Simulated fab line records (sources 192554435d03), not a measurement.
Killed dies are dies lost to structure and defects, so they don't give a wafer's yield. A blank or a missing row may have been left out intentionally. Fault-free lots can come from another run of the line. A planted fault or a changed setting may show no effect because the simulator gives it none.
Which of the tools did it?    flow n5_finfet    Sampling: 24 lots, 72 wafers, 6 of 1938 route steps

== WHAT THE GAUGES READ, wafer by wafer ==
N5_BEOL_M1_OCD_MEAS_38. Usual: trench_depth_nm 55.1 nm, standard deviation 1.1.
lot   measured      on      trench_depth_nm (nm)  flag
L074  day 6 05:52   ocd-02  56.9 54.8 55.0        
L075  day 6 10:29   ocd-01  56.7 54.3 56.0        
L077  day 7 01:48   ocd-01  53.1 53.0 55.5        
L076  day 7 02:17   ocd-01  55.9 54.6 54.3        
L078  day 7 14:57   ocd-01  55.4 55.0 56.2        
L079  day 7 14:56   ocd-01  55.6 54.6 54.7        
L080  day 8 01:28   ocd-02  53.6 55.6 56.0        
L081  day 8 05:49   ocd-02  55.3 53.5 55.5        
L083  day 8 13:02   ocd-01  55.6 56.1 55.3        
L082  day 8 13:53   ocd-01  54.9 55.2 54.6        
L084  day 8 20:52   ocd-01  54.5 55.3 55.5        
L085  day 9 04:30   ocd-01  56.0 54.9 55.4        
L086  day 9 16:43   ocd-01  55.0 55.3 52.6        
L087  day 9 19:31   ocd-02  52.4 55.5 52.7        
L088  day 10 00:39  ocd-01  56.5 52.8 52.2        
L089  day 10 00:41  ocd-02  54.3 55.2 56.1        
L090  day 10 14:20  ocd-02  55.8 56.6 54.5        
L091  day 10 20:23  ocd-02  55.2 55.5 54.8        
L092  day 11 01:54  ocd-01  55.4 55.1 53.8        
L093  day 11 09:53  ocd-02  55.6 55.8 56.4        
L094  day 11 09:55  ocd-01  55.8 55.1 55.4        
L095  day 11 15:08  ocd-02  56.6 54.4 55.7        
L096  day 12 07:04  ocd-01  55.8 56.6 55.1        
L097  day 12 13:49  ocd-02  57.3 54.1 54.7        

N5_BEOL_M2_THK_MEAS_01. Usual: M2_ILD_THK 79.0 nm, standard deviation 1.2.
lot   measured      on             M2_ILD_THK (nm)  flag
L074  day 6 11:01   film_metro-01  78.2 79.9 79.4   
L075  day 6 14:38   film_metro-01  76.7 78.0 78.2   
L077  day 7 06:08   film_metro-02  79.1 79.2 79.8   
L076  day 7 07:14   film_metro-01  79.0 80.4 81.4   
L078  day 7 19:25   film_metro-01  77.2 79.0 77.8   
L079  day 7 18:58   film_metro-02  76.9 77.9 77.2   
L080  day 8 05:44   film_metro-02  78.8 78.5 79.0   
L081  day 8 09:55   film_metro-02  77.2 79.9 79.3   
L083  day 8 16:45   film_metro-02  76.8 77.6 78.2   
L082  day 8 18:56   film_metro-02  78.5 79.9 79.7   
L084  day 9 01:40   film_metro-02  78.9 80.4 81.4   
L085  day 9 09:45   film_metro-02  78.3 78.2 78.7   
L086  day 9 21:44   film_metro-01  77.7 79.0 79.9   
L087  day 9 23:40   film_metro-01  78.5 79.2 79.9   
L088  day 10 04:52  film_metro-01  78.0 79.8 80.1   
L089  day 10 06:09  film_metro-02  77.7 79.3 79.1   
L090  day 10 18:46  film_metro-02  77.0 77.1 77.0   
L091  day 11 00:50  film_metro-02  77.8 79.4 80.5   
L092  day 11 06:14  film_metro-01  77.7 77.8 78.6   
L093  day 11 15:44  film_metro-01  79.3 80.7 79.8   
L094  day 11 13:58  film_metro-02  78.0 79.0 79.6   
L095  day 11 20:11  film_metro-01  78.9 81.6 80.5   
L096  day 12 11:07  film_metro-01  78.8 80.4 78.2   
L097  day 12 18:04  film_metro-02  79.9 78.9 81.0   

== WHICH TOOL RAN EACH LOT (tool, then ch and the chambers of the sampled wafers, then the start) ==
lot   N5_BEOL_M1_STRIP_36                 N5_BEOL_M1_SURFACE_TREAT_85   N5_BEOL_M1_ANNEAL_89          N5_BEOL_M1_CO_CAP_55
L074  rie_diel-03 ch 0,2,3, day 6 05:40   pvd_sputter-03, day 6 07:47   pvd_sputter-01, day 6 08:58   cvd_co-01 ch 0,2, day 6 10:40
L075  rie_diel-03 ch 0,1,2, day 6 10:18   pvd_sputter-02, day 6 11:20   pvd_sputter-03, day 6 12:38   cvd_co-02 ch 0,1,2, day 6 14:19
L077  rie_diel-04 ch 1,2, day 7 01:36     pvd_sputter-03, day 7 02:21   pvd_sputter-01, day 7 04:02   cvd_co-02 ch 0,1,2, day 7 05:52
L076  rie_diel-06 ch 2,3, day 7 02:05     pvd_sputter-02, day 7 03:57   pvd_sputter-02, day 7 05:08   cvd_co-01 ch 0,2, day 7 06:55
L078  rie_diel-06 ch 0,3, day 7 14:44     pvd_sputter-03, day 7 15:56   pvd_sputter-02, day 7 17:23   cvd_co-02 ch 0,1, day 7 19:04
L079  rie_diel-03 ch 1,2,3, day 7 14:44   pvd_sputter-03, day 7 15:41   pvd_sputter-03, day 7 16:56   cvd_co-02 ch 0,1, day 7 18:37
L080  rie_diel-06 ch 1,2,3, day 8 01:16   pvd_sputter-01, day 8 02:29   pvd_sputter-02, day 8 03:44   cvd_co-02 ch 0,2, day 8 05:25
L081  rie_diel-06 ch 0,1,2, day 8 05:37   pvd_sputter-03, day 8 06:37   pvd_sputter-03, day 8 07:53   cvd_co-02 ch 1,2, day 8 09:32
L083  rie_diel-03 ch 0,1, day 8 12:50     pvd_sputter-02, day 8 13:34   pvd_sputter-01, day 8 14:44   cvd_co-02 ch 0,1,2, day 8 16:25
L082  rie_diel-04 ch 0,2,3, day 8 13:41   pvd_sputter-01, day 8 15:46   pvd_sputter-02, day 8 16:58   cvd_co-01 ch 0,2, day 8 18:38
L084  rie_diel-06 ch 0,1,3, day 8 20:40   pvd_sputter-03, day 8 22:23   pvd_sputter-03, day 8 23:40   cvd_co-01 ch 0,1,2, day 9 01:20
L085  rie_diel-03 ch 0,1,3, day 9 04:18   pvd_sputter-01, day 9 05:33   pvd_sputter-03, day 9 06:44   cvd_co-01 ch 0,1,2, day 9 09:26
L086  rie_diel-04 ch 0,1, day 9 16:31     pvd_sputter-01, day 9 18:02   pvd_sputter-01, day 9 19:39   cvd_co-01 ch 1,2, day 9 21:25
L087  rie_diel-04 ch 1,2, day 9 19:20     pvd_sputter-02, day 9 20:27   pvd_sputter-03, day 9 21:41   cvd_co-01 ch 0,1,2, day 9 23:21
L088  rie_diel-04 ch 1,2, day 10 00:26    pvd_sputter-03, day 10 01:28  pvd_sputter-01, day 10 02:39  cvd_co-01 ch 0,1,2, day 10 04:19
L089  rie_diel-03 ch 0,2,3, day 10 00:26  pvd_sputter-03, day 10 01:31  pvd_sputter-02, day 10 02:47  cvd_co-02 ch 1,2, day 10 05:48
L090  rie_diel-03 ch 0,1,3, day 10 14:08  pvd_sputter-03, day 10 15:17  pvd_sputter-03, day 10 16:28  cvd_co-01 ch 0,1,2, day 10 18:27
L091  rie_diel-04 ch 2,3, day 10 20:11    pvd_sputter-01, day 10 21:20  pvd_sputter-02, day 10 22:38  cvd_co-01 ch 0,2, day 11 00:31
L092  rie_diel-06 ch 0,1,2, day 11 01:42  pvd_sputter-02, day 11 02:44  pvd_sputter-03, day 11 04:11  cvd_co-01 ch 1,2, day 11 05:55
L093  rie_diel-03 ch 1,2,3, day 11 09:41  pvd_sputter-02, day 11 10:52  pvd_sputter-02, day 11 13:44  cvd_co-02 ch 0,1, day 11 15:25
L094  rie_diel-04 ch 0,2, day 11 09:43    pvd_sputter-02, day 11 10:43  pvd_sputter-02, day 11 11:54  cvd_co-01 ch 1,2, day 11 13:38
L095  rie_diel-06 ch 1,2,3, day 11 14:56  pvd_sputter-03, day 11 16:34  pvd_sputter-03, day 11 18:12  cvd_co-01 ch 1,2, day 11 19:52
L096  rie_diel-03 ch 0,3, day 12 06:52    pvd_sputter-01, day 12 07:57  pvd_sputter-01, day 12 09:08  cvd_co-02 ch 0,2, day 12 10:48
L097  rie_diel-06 ch 0,2,3, day 12 13:37  pvd_sputter-03, day 12 14:53  pvd_sputter-03, day 12 16:04  cvd_co-01 ch 1,2, day 12 17:45
- N5_BEOL_M1_STRIP_36: strips in N2/H2.
- N5_BEOL_M1_SURFACE_TREAT_85
- N5_BEOL_M1_ANNEAL_89: time 240 s.
- N5_BEOL_M1_CO_CAP_55: material Co, precursor CCTBA/H2, target thk 2 nm, time 102.1 s.

== WHAT THE TOOLS THEMSELVES READ (means of the sampled wafers that have a number; where no wafer has one, the mark that the record gives instead) ==
N5_BEOL_M1_STRIP_36. Usual: chamber_pressure_mTorr 20.00 mTorr, standard deviation 0.031; drypump_motor_current_A 5.9 A, standard deviation 0.33; h2_flow_sccm 200.0 sccm, standard deviation 0.61; oes_product_au 0.79 a.u., standard deviation 0.097; rf_vpp_V 58.9 V, standard deviation 1.4; showerhead_plenum_p_Torr 2.48 Torr, standard deviation 0.099; throttle_valve_pct 23.5 %, standard deviation 0.34.
lot   tool         chamber_pressure_mTorr (mTorr)  drypump_motor_current_A (A)  h2_flow_sccm (sccm)  oes_product_au (a.u.)  rf_vpp_V (V)  showerhead_plenum_p_Torr (Torr)  throttle_valve_pct (%)  flag
L074  rie_diel-03  19.98                           5.9                          200.1                0.77                   59.1          2.49                             23.5                    
L075  rie_diel-03  19.96                           6.0                          199.6                0.78                   59.2          2.50                             23.7                    
L077  rie_diel-04  20.00                           6.1                          201.0                0.74                   58.8          2.61                             23.4                    
L076  rie_diel-06  19.98                           5.9                          200.0                0.72                   58.9          2.55                             23.6                    
L078  rie_diel-06  20.00                           5.8                          199.6                0.75                   58.5          2.42                             23.5                    
L079  rie_diel-03  20.02                           5.9                          200.1                0.71                   57.9          2.43                             23.5                    
L080  rie_diel-06  20.02                           6.0                          199.8                0.80                   57.7          2.51                             23.6                    
L081  rie_diel-06  20.00                           5.9                          200.2                0.76                   60.3          2.50                             23.7                    
L083  rie_diel-03  20.00                           5.7                          199.4                0.78                   57.1          2.47                             24.0                    
L082  rie_diel-04  19.97                           5.7                          200.0                0.75                   61.0          2.45                             23.4                    
L084  rie_diel-06  19.99                           5.9                          199.8                0.78                   58.8          2.43                             23.6                    
L085  rie_diel-03  20.04                           5.6                          199.7                0.76                   58.0          2.46                             23.9                    
L086  rie_diel-04  20.01                           5.7                          200.2                0.74                   58.6          2.47                             23.3                    
L087  rie_diel-04  20.01                           6.1                          200.5                0.83                   60.2          2.60                             23.3                    
L088  rie_diel-04  19.98                           6.1                          200.9                0.81                   58.9          2.60                             23.3                    
L089  rie_diel-03  19.99                           6.0                          199.7                0.84                   58.2          2.48                             23.4                    
L090  rie_diel-03  19.98                           5.6                          200.4                0.75                   59.1          2.45                             23.9                    
L091  rie_diel-04  20.03                           5.9                          200.7                0.89                   57.8          2.51                             23.4                    
L092  rie_diel-06  20.00                           5.9                          199.4                0.83                   59.6          2.49                             23.7                    
L093  rie_diel-03  20.02                           5.9                          199.9                0.86                   59.4          2.53                             23.3                    
L094  rie_diel-04  20.03                           5.9                          199.5                0.88                   59.3          2.53                             23.3                    
L095  rie_diel-06  19.99                           6.0                          200.0                0.84                   60.0          2.50                             23.6                    
L096  rie_diel-03  20.03                           5.6                          200.7                0.90                   59.4          2.66                             23.4                    
L097  rie_diel-06  20.00                           5.8                          199.6                0.87                   59.4          2.57                             23.4                    

N5_BEOL_M1_ANNEAL_89. Usual: heater_power_w 806 W, standard deviation 86.
lot   tool            heater_power_w (W)  flag
L074  pvd_sputter-01  791                 
L075  pvd_sputter-03  724                 
L077  pvd_sputter-01  824                 
L076  pvd_sputter-02  861                 
L078  pvd_sputter-02  803                 
L079  pvd_sputter-03  764                 
L080  pvd_sputter-02  853                 
L081  pvd_sputter-03  890                 
L083  pvd_sputter-01  771                 
L082  pvd_sputter-02  833                 
L084  pvd_sputter-03  800                 
L085  pvd_sputter-03  801                 
L086  pvd_sputter-01  758                 
L087  pvd_sputter-03  713                 
L088  pvd_sputter-01  835                 
L089  pvd_sputter-02  844                 
L090  pvd_sputter-03  795                 
L091  pvd_sputter-02  833                 
L092  pvd_sputter-03  768                 
L093  pvd_sputter-02  868                 
L094  pvd_sputter-02  854                 
L095  pvd_sputter-03  800                 
L096  pvd_sputter-01  828                 
L097  pvd_sputter-03  776                 

N5_BEOL_M1_CO_CAP_55. Usual: heater_power_outer_w 121 W, standard deviation 11; heater_power_w 226 W, standard deviation 14.
lot   tool       heater_power_outer_w (W)  heater_power_w (W)  flag
L074  cvd_co-01  133                       230                 
L075  cvd_co-02  113                       225                 
L077  cvd_co-02  115                       224                 
L076  cvd_co-01  132                       234                 
L078  cvd_co-02  120                       231                 
L079  cvd_co-02  125                       238                 
L080  cvd_co-02  112                       221                 
L081  cvd_co-02  119                       231                 
L083  cvd_co-02  116                       226                 
L082  cvd_co-01  135                       234                 
L084  cvd_co-01  123                       226                 
L085  cvd_co-01  123                       224                 
L086  cvd_co-01  130                       232                 
L087  cvd_co-01  123                       227                 
L088  cvd_co-01  123                       219                 
L089  cvd_co-02  120                       230                 
L090  cvd_co-01  125                       224                 
L091  cvd_co-01  132                       231                 
L092  cvd_co-01  129                       234                 
L093  cvd_co-02  122                       242                 
L094  cvd_co-01  130                       231                 
L095  cvd_co-01  120                       225                 
L096  cvd_co-02  110                       215                 
L097  cvd_co-01  129                       232                 

== THE ANSWER, worked out from the rows above alone ==
Rule: lot off if the mean of its wafers having a number is beyond 3 standard deviations from the usual mean. Also off: a lot with no number at a reading for which 4 or more lots have one. The other lots that the step has rows for count as sound. First the gauges in route order, then the tools' own readings, where a lot's mean is used as printed above. At the first step where some lot is off, the reading lying furthest off is the one used; lots without a number count as furthest.
Nothing can be told from this: no lot is off at any reading shown.

== WHAT THE SIMULATOR HAD INSERTED ==
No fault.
